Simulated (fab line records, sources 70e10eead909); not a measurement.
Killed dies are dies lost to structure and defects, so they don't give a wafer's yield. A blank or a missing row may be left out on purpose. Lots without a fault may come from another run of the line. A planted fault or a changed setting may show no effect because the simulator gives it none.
Tool commonality check | flow nand_harc | 2 lots, 6 wafers sampled

WHY IT WAS OPENED
At NHARC_END_SORT_01 the reading killed_at_array is flagged on 2 of 2 lots. Wafers without a fault read 25, standard deviation 9.5.
Rule: a lot is flagged when every wafer of it that has a number lies more than 4 standard deviations from that mean, or none has a number. The other lots count as sound.

lot  | measured     | on        | killed_at_array, wafer by wafer | flag
L544 | day 25 02:05 | prober-02 | 92 84 98                        | FLAGGED
L543 | day 25 07:31 | prober-02 | 98 91 94                        | FLAGGED
The numbers of the flagged lots are 93 on average: +68 against the usual, or +7 standard deviations.

WHICH TOOL RAN EACH LOT
The record holds 3 process steps before the reading, out of a route of 1159 steps. In each cell: the tool, then ch and the chambers that the sampled wafers went through, then the start.
lot  | flag    | NHARC_A_ONON_D1_DEP_03           | NHARC_A_BONDPAD_CMP_29        | NHARC_HYBRID_BOND_ACTIVATE_00
L544 | FLAGGED | pecvd_onon-03 ch 0, day 13 08:16 | cmp-03 ch 0,1,3, day 23 17:43 | rie_diel-02 ch 0,1,3, day 23 21:24
L543 | FLAGGED | pecvd_onon-03 ch 0, day 12 21:08 | cmp-02 ch 0,1,3, day 23 21:31 | rie_diel-02 ch 1,2,3, day 24 01:10
What these steps do:
- NHARC_A_ONON_D1_DEP_03: target thk 1000 nm.
- NHARC_A_BONDPAD_CMP_29: polishes SiCN, target thk 200 nm.
- NHARC_HYBRID_BOND_ACTIVATE_00: chemistry N2, time 60 s.
- NHARC_END_SORT_01

FLAGGED OVER TOTAL, TOOL BY TOOL (the gauges that took the reading come last)
step                          | tool          | lots run | flagged | share of the flagged lots | sound lots run after its first flagged lot
NHARC_A_ONON_D1_DEP_03        | pecvd_onon-03 | 2        | 2       | all                       | 0
NHARC_A_BONDPAD_CMP_29        | cmp-02        | 1        | 1       | some                      | 0
NHARC_A_BONDPAD_CMP_29        | cmp-03        | 1        | 1       | some                      | 0
NHARC_HYBRID_BOND_ACTIVATE_00 | rie_diel-02   | 2        | 2       | all                       | 0
NHARC_END_SORT_01             | prober-02     | 2        | 2       | all                       | 0

WHAT THE TABLE ALLOWS
3 rows of the table ran every flagged lot: pecvd_onon-03 at NHARC_A_ONON_D1_DEP_03, rie_diel-02 at NHARC_HYBRID_BOND_ACTIVATE_00, prober-02 at NHARC_END_SORT_01.
- pecvd_onon-03 at NHARC_A_ONON_D1_DEP_03: 2 of its 2 lots flagged. It ran no sound lot before its first flagged lot in this sample, so the start can't be narrowed down.
- rie_diel-02 at NHARC_HYBRID_BOND_ACTIVATE_00: 2 of its 2 lots flagged. It ran no sound lot before its first flagged lot in this sample, so the start can't be narrowed down.
- prober-02 at NHARC_END_SORT_01: 2 of its 2 lots flagged. It ran no sound lot before its first flagged lot in this sample, so the start can't be narrowed down.
Counting lots can't tell these 3 tools apart, because each fits a fault that began at some hour. More lots, or a look at what each step does to the wafer, might.

WHAT THE SIMULATOR HAD PUT IN
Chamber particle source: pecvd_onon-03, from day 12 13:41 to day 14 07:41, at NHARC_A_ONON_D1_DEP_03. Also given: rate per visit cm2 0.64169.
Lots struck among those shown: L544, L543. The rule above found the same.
